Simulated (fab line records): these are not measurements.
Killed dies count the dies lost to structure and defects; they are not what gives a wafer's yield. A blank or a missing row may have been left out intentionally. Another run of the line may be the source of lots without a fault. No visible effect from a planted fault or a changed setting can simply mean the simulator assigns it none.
fab line records	flow nand_harc
record lots=13	wafers=39	last_day=24
route steps=1159 shown P_GATE@155 P_CONTACT@240 END@1159
lots that met no fault: from a run of the same line without faults
start_h: the number of hours between the record's first day and the start of the first shown wafer of the lot	wait_h: how many hours have passed since the lot's step before this one	" identical to the entry in the row above	L1.1+2: one row covering several wafers at once	- no value, or no start given	* or withheld: withheld	< > ~ a bound
route shown NAME@n: NAME is a module with steps in the file, n the number in the route of the first one	usual: mean/standard deviation of fault-free wafers	same: alike in all rows	chamber/n: place in a boat	sites: per-site readings	_std_site: how widely they spread, as a standard deviation	_edge_site: mean of outer sites minus mean of inner sites	radius_mm: for every site, how far away it sits from the centre of the wafer	mask NAME#n: copy n	behind: tool/chamber where the wafer was last shaped	hold: cause of the lot's hold/its duration in hours/its outcome	device: transistor that didn't switch, given as n, p or np	end of line: the same wafers' tests at the end of the route	where a step has no rows: the recipe by itself	killed: count of dies lost to structure and defects at first sort (not the wafer's yield)	map: the dies of a wafer, with x for killed, . for not killed, _ for no die there
set.NAME: setting as actually run; set.NAME@STEP: the setting as run at that earlier step	model.NAME: the simulator's own value behind a step, which no gauge read
the route's steps for a sample of lots (tables are steps, rows are wafers)
services: when a tool's chamber went out of use (start_h, in hours from the record's first day, below 0 if earlier), for how many hours, and the reason
## steps
# step NHARC_P_GATE_ALD_36
# recipe target_thk_a=200	pulse_time_s=60	ald_cycles=223	temp_c=400	material=SiNx
# usual heater_power_w=817/90	precursor_pulse_height_rel=1.001/0.021
lot.wafer	tool	chamber	start_h	wait_h	heater_power_w	precursor_pulse_height_rel
L354.1	ald_sin-02	0	87.79	-	653	1.008
L354.5	"	0	92.04	-	657	1.001
L354.6	"	1	93.10	-	892	0.982
L355.4	ald_sin-01	3	94.68	-	807	0.966
L355.1	"	0	95.74	-	833	0.995
L355.2	"	1	96.81	-	812	0.986
L356.4	ald_sin-01	1	107.03	-	821	0.990
L356.2	"	3	109.13	-	817	0.998
L356.6	"	1	111.24	-	827	0.984
L357.1	ald_sin-02	1	109.46	-	882	0.996
L357.6	"	2	110.53	-	924	1.034
L357.5	"	3	111.61	-	662	0.989
L358.2	ald_sin-03	2	117.16	-	858	0.982
L358.1	"	0	119.32	-	728	1.012
L358.6	"	3	122.57	-	902	1.038
L359.3	ald_sin-02	3	118.85	-	651	1.015
L359.2	"	0	119.90	-	659	0.977
L359.1	"	1	120.96	-	903	1.006
L363.4	ald_sin-03	0	151.82	-	733	1.013
L363.5	"	2	153.90	-	876	1.014
L363.6	"	3	154.94	-	889	1.019
L366.2	ald_sin-03	0	168.74	-	736	1.016
L366.5	"	0	172.96	-	732	0.981
L366.6	"	1	174.02	-	791	0.994
L369.4	ald_sin-01	3	176.95	-	816	1.010
L369.3	"	0	178.01	-	834	1.016
L369.6	"	1	179.07	-	889	0.994
L370.1	ald_sin-01	3	189.53	-	806	1.050
L370.6	"	2	192.70	-	888	1.024
L370.5	"	3	193.76	-	823	1.003
L371.1	ald_sin-02	3	189.65	-	670	1.009
L371.3	"	0	191.06	-	668	1.019
L371.6	"	1	192.48	-	900	1.019
L372.1	ald_sin-01	2	209.18	-	901	0.943
L372.5	"	3	210.23	-	823	1.013
L372.6	"	0	211.29	-	816	1.006
L377.3	ald_sin-03	0	224.60	-	749	1.011
L377.5	"	2	226.68	-	872	1.002
L377.6	"	3	227.73	-	925	0.994
# step NHARC_P_GATE_STRIP_96
# recipe time_s=900	temp_c=130	chemistry=SPM
lot.wafer	tool	chamber	start_h	wait_h
L354.6+5+1	wet_bench-05	3,4,5	103.14	0.2
L355.1+2+4	wet_bench-05	2,3,7	110.52	0.2
L357.5+6+1	wet_bench-01	0,2,4	122.20	0.2
L356.4+6+2	wet_bench-02	2,3,4	122.56	0.2
L358.6+1+2	wet_bench-02	7,1,3	132.78	0.2
L359.3+1+2	wet_bench-05	4,5,1	133.37	0.2
L363.5+6+4	wet_bench-02	7,2,3	165.24	0.1
L366.6+5+2	wet_bench-01	0,2,4	184.59	0.2
L369.4+3+6	wet_bench-02	1,2,3	191.14	0.2
L370.5+6+1	wet_bench-01	4,7,1	203.90	0.1
L371.3+6+1	wet_bench-05	2,3,4	205.84	0.2
L372.5+6+1	wet_bench-01	1,2,3	221.94	0.2
L377.6+3+5	wet_bench-05	0,3,4	237.95	0.2
# step NHARC_P_GATE_INSPECT_68
# usual raw_defect_count=225/100
lot.wafer	tool	chamber	start_h	wait_h	raw_defect_count
L354.1	defect_inspect-02	-	104.72	0.2	274
L354.5	"	-	"	"	268
L354.6	"	-	"	"	412
L355.1	defect_inspect-01	-	112.13	0.2	265
L355.2	"	-	"	"	242
L355.4	"	-	"	"	199
L357.1	defect_inspect-01	-	123.80	0.2	238
L357.5	"	-	"	"	256
L357.6	"	-	"	"	374
L356.2	defect_inspect-02	-	124.17	0.1	128
L356.4	"	-	"	"	105
L356.6	"	-	"	"	126
L358.1	defect_inspect-01	-	134.47	0.2	136
L358.2	"	-	"	"	183
L358.6	"	-	"	"	163
L359.1	defect_inspect-01	-	134.98	0.2	154
L359.2	"	-	"	"	248
L359.3	"	-	"	"	178
L363.4	defect_inspect-01	-	166.86	0.1	634
L363.5	"	-	"	"	723
L363.6	"	-	"	"	636
L366.2	defect_inspect-01	-	186.21	0.1	221
L366.5	"	-	"	"	212
L366.6	"	-	"	"	164
L369.3	defect_inspect-01	-	192.72	0.1	765
L369.4	"	-	"	"	657
L369.6	"	-	"	"	790
L370.1	defect_inspect-01	-	205.78	0.2	103
L370.5	"	-	"	"	93
L370.6	"	-	"	"	104
L371.1	defect_inspect-01	-	207.45	0.2	205
L371.3	"	-	"	"	295
L371.6	"	-	"	"	364
L372.1	defect_inspect-01	-	224.31	0.2	87
L372.5	"	-	"	"	133
L372.6	"	-	"	"	232
L377.3	defect_inspect-02	-	239.56	0.1	124
L377.5	"	-	"	"	145
L377.6	"	-	"	"	124
# step NHARC_P_CONTACT_ETCH_31
# recipe target_depth_a=300	time_s=85.7	ion_energy_ev=120	over_etch_frac=1	ch3f_flow_sccm=50	o2_flow_sccm=30	ar_flow_sccm=200	rf_w=500	bias_w=100	chemistry=CH3F/O2
# usual drypump_motor_current_A=5.3/0.49	oes_product_au=0.980/0.015	rf_vpp_V=243.9/1.7	showerhead_plenum_p_Torr=2.43/0.11	throttle_valve_pct=20.664/0.0096
lot.wafer	tool	chamber	start_h	wait_h	drypump_motor_current_A	oes_product_au	rf_hours_counter_h	rf_vpp_V	showerhead_plenum_p_Torr	throttle_valve_pct
L354.1	rie_diel-03	0	-	-	4.8	0.986	6	245.4	2.54	20.665
L354.5	"	0	"	"	4.8	0.989	-	244.9	2.54	20.672
L354.6	"	1	"	"	4.6	0.988	-	245.5	2.48	20.659
L355.1	rie_diel-03	0	-	-	4.8	0.980	7	245.7	2.54	20.662
L355.4	"	2	"	"	5.8	0.989	7	242.5	2.30	20.668
L355.2	"	3	"	"	5.6	0.986	7	242.1	2.30	20.657
L357.1	rie_diel-12	1	-	-	5.4	0.969	10	245.6	2.58	20.676
L357.6	"	0	"	"	5.4	0.993	-	244.9	2.47	20.671
L357.5	"	1	"	"	5.4	0.978	-	245.8	2.58	20.655
L356.4	rie_diel-03	1	-	-	4.6	0.981	7	245.4	2.47	20.663
L356.2	"	2	"	"	5.8	0.990	8	243.1	2.30	20.672
L356.6	"	0	"	"	4.8	0.993	-	245.9	2.54	20.659
L358.1	rie_diel-03	0	-	-	4.8	0.982	10	245.6	2.54	20.652
L358.2	"	1	"	"	4.7	0.972	9	244.4	2.47	20.672
L358.6	"	3	"	"	5.6	0.991	-	241.1	2.30	20.678
L359.1	rie_diel-12	0	-	-	5.4	0.999	7	245.3	2.47	20.676
L359.3	"	1	"	"	5.4	0.983	11	245.9	2.58	20.676
L359.2	"	2	"	"	5.6	0.978	11	244.9	2.51	20.646
L363.4	rie_diel-03	1	-	-	4.6	0.926	11	245.9	2.47	20.659
L363.6	"	2	"	"	5.8	0.935	-	241.6	2.29	20.670
L363.5	"	3	"	"	5.6	0.934	-	242.2	2.30	20.667
L366.2	rie_diel-03	1	-	-	4.6	0.995	14	243.8	2.47	20.663
L366.5	"	3	"	"	5.6	0.979	-	241.8	2.30	20.660
L366.6	"	0	"	"	4.9	0.989	-	245.3	2.54	20.669
L369.4	rie_diel-03	1	-	-	4.6	0.959	15	245.8	2.47	20.659
L369.3	"	0	"	"	4.9	0.943	16	244.1	2.54	20.665
L369.6	"	1	"	"	4.6	0.964	-	245.4	2.47	20.666
L370.1	rie_diel-03	3	-	-	5.5	0.979	16	241.7	2.30	20.665
L370.6	"	3	"	"	5.5	0.979	-	242.6	2.30	20.663
L370.5	"	0	"	"	4.8	0.987	-	246.7	2.54	20.653
L371.1	rie_diel-03	0	-	-	4.8	0.987	17	246.7	2.54	20.660
L371.3	"	1	"	"	4.7	0.995	16	244.2	2.47	20.659
L371.6	"	3	"	"	5.6	0.970	-	241.3	2.30	20.681
L372.1	rie_diel-03	1	-	-	4.6	0.988	1	245.5	2.47	20.666
L372.5	"	0	"	"	4.9	0.986	-	246.4	2.54	20.657
L372.6	"	1	"	"	4.7	0.986	-	244.0	2.47	20.665
L377.3	rie_diel-03	1	-	-	4.6	0.962	3	243.6	2.47	20.665
L377.6	"	3	"	"	5.5	0.983	-	240.9	2.30	20.677
L377.5	"	0	"	"	4.8	0.984	-	243.9	2.54	20.658
# step NHARC_P_CONTACT_CD_MEAS_19
# usual cd_nm=89.9/1.1
lot.wafer	tool	chamber	start_h	wait_h	cd_nm
L354.1	cd_sem-02	-	107.96	-	89.6
L354.5	"	-	"	"	90.0
L354.6	"	-	"	"	89.3
L355.1	cd_sem-03	-	114.91	-	88.9
L355.2	"	-	"	"	89.3
L355.4	"	-	"	"	89.6
L357.1	cd_sem-01	-	126.49	-	91.9
L357.5	"	-	"	"	91.5
L357.6	"	-	"	"	90.2
L356.2	cd_sem-02	-	127.07	-	88.1
L356.4	"	-	"	"	89.0
L356.6	"	-	"	"	89.1
L358.1	cd_sem-02	-	137.14	-	89.9
L358.2	"	-	"	"	91.7
L358.6	"	-	"	"	89.7
L359.1	cd_sem-03	-	137.68	-	90.3
L359.2	"	-	"	"	90.4
L359.3	"	-	"	"	91.6
L363.4	cd_sem-02	-	170.03	-	91.3
L363.5	"	-	"	"	89.5
L363.6	"	-	"	"	91.3
L366.2	cd_sem-01	-	188.76	-	90.4
L366.5	"	-	"	"	89.8
L366.6	"	-	"	"	90.3
L369.3	cd_sem-03	-	195.41	-	89.0
L369.4	"	-	"	"	88.5
L369.6	"	-	"	"	88.5
L370.1	cd_sem-03	-	208.32	-	89.2
L370.5	"	-	"	"	89.5
L370.6	"	-	"	"	89.7
L371.1	cd_sem-01	-	209.98	-	88.9
L371.3	"	-	"	"	89.4
L371.6	"	-	"	"	92.7
L372.1	cd_sem-03	-	227.20	-	91.4
L372.5	"	-	"	"	90.4
L372.6	"	-	"	"	90.4
L377.3	cd_sem-03	-	242.51	-	90.1
L377.5	"	-	"	"	89.0
L377.6	"	-	"	"	90.1
# step NHARC_END_SORT_01
# recipe temp_c=25
# usual killed_at_array=31/12	killed_at_other=0.6/0.85	killed_at_periphery=3.0/2.3	killed_dies=35/12	killed_open=3.2/1.9	killed_short=1.8/1.4
# same gross_dies=677
lot.wafer	tool	chamber	start_h	wait_h	killed_at_array	killed_at_other	killed_at_periphery	killed_dies	killed_open	killed_short
L363.4	prober-01	0	503.30	3.4	26	0	84	110	3	2
L363.5	prober-01	0	504.09	3.7	37	1	78	116	2	1
L363.6	prober-01	0	504.89	4.0	31	0	60	91	3	0
L369.3	prober-01	0	535.45	3.1	32	0	61	93	1	2
L369.4	prober-01	0	536.25	3.4	26	1	60	87	5	2
L369.6	prober-01	0	537.84	4.0	22	4	78	104	2	0
# killed by level:class
L363.4 P_GATE:unspecified=82 A_SLIT:chamber_film_flake=13 A_CHANNEL_HOLE_D1:chamber_film_flake=3 A_STAIRCASE:chamber_film_flake=3 A_CONTACT:chamber_film_flake=2 P_M2:geometric_particle:open=1 A_CHANNEL_FILL_D1:geometric_particle:open=1 A_SLIT:geometric_particle:short=1
L363.5 P_GATE:unspecified=75 A_CHANNEL_HOLE_D1:chamber_film_flake=16 A_SLIT:chamber_film_flake=16 A_CONTACT:chamber_film_flake=2 P_CONTACT:geometric_particle:open=1 A_ONON_D1:geometric_particle:open=1 A_CONTACT:geometric_particle:short=1 P_ZERO_WELL:chamber_film_flake=1
L363.6 P_GATE:unspecified=58 A_SLIT:chamber_film_flake=12 A_CHANNEL_HOLE_D1:chamber_film_flake=9 A_STAIRCASE:chamber_film_flake=4 P_ZERO_WELL:chamber_film_flake=2 A_WL_FILL:chamber_film_flake=2 A_WL_FILL:geometric_particle:open=1 A_CONTACT:geometric_particle:open=1
L369.3 P_GATE:unspecified=59 A_CHANNEL_HOLE_D1:chamber_film_flake=24 A_STAIRCASE:chamber_film_flake=3 A_WL_FILL:chamber_film_flake=2 P_M0:geometric_particle:short=1 A_CHANNEL_FILL_D1:geometric_particle:short=1 A_CONTACT:geometric_particle:open=1 P_M2:chamber_film_flake=1
L369.4 P_GATE:unspecified=57 A_CHANNEL_HOLE_D1:chamber_film_flake=18 A_STAIRCASE:chamber_film_flake=3 P_STI:geometric_particle:open=1 P_CONTACT:geometric_particle:open=1 P_BONDPAD:geometric_particle:open=1 A_SGD_CUT:geometric_particle:short=1 A_SGD_CUT:geometric_particle:open=1
L369.6 P_GATE:unspecified=77 A_CHANNEL_HOLE_D1:chamber_film_flake=13 A_STAIRCASE:chamber_film_flake=4 THIN_TSV:chamber_film_flake=3 A_WL_FILL:chamber_film_flake=2 A_CONTACT:chamber_film_flake=2 A_SGD_CUT:geometric_particle:open=1 STARTING-WAFER:geometric_particle:open=1
## services
tool	chamber	start_h	hours	kind
rie_diel-03	0	71.83	-	clean
rie_diel-03	1	71.83	-	clean
rie_diel-03	2	71.83	-	clean
rie_diel-03	3	71.83	-	clean
rie_diel-03	1	82.06	8.5	repair
rie_diel-03	0	96.33	-	clean
rie_diel-03	1	96.33	-	clean
rie_diel-03	2	96.33	-	clean
rie_diel-03	3	96.33	-	clean
ald_sin-03	-	102.00	10.0	pm
rie_diel-03	0	120.83	-	clean
rie_diel-03	1	120.83	-	clean
rie_diel-03	2	120.83	-	clean
rie_diel-03	3	120.83	-	clean
rie_diel-03	0	145.39	-	clean
rie_diel-03	1	145.39	-	clean
ald_sin-01	-	149.69	10.0	pm
wet_bench-02	-	180.11	8.0	pm
wet_bench-05	-	196.80	8.0	pm
rie_diel-12	-	202.40	9.0	pm
wet_bench-01	-	213.60	8.0	pm
rie_diel-03	-	215.33	9.0	pm
ald_sin-02	-	231.33	10.0	pm
rie_diel-03	0	234.57	6.3	repair
## key
first_sign step=NHARC_P_GATE_INSPECT_68	reading=raw_defect_count	direction=up	sigmas=4.6	usual=225	struck=701
effect step=NHARC_END_SORT_01	reading=killed_at_periphery	direction=up	sigmas=30	usual=3.0	struck=70.2
more_kills_born_at NHARC_P_GATE_STRIP_96@wet_bench-02=408
met_at NHARC_P_GATE_STRIP_96
struck_lots L363,L369
tester_left_out L363,L369
not_acting_at NHARC_P_GATE_ALD_36,NHARC_P_CONTACT_ETCH_31,NHARC_P_CONTACT_CD_MEAS_19
onset_between 132.78 165.24
fault kind=chamber_particle_source	tool=wet_bench-02	chamber=-	onset_h=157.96	steps=NHARC_P_GATE_STRIP_96	rate_per_visit_cm2=0.73869	end_h=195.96
# tester_left_out: of these lots the tester's yield and bins aren't shown, on N5 and GAA mostly nor the transistor test; their killed dies are dies lost to structure and defects alone, not to doping, threshold or leakage, so they don't give the yield
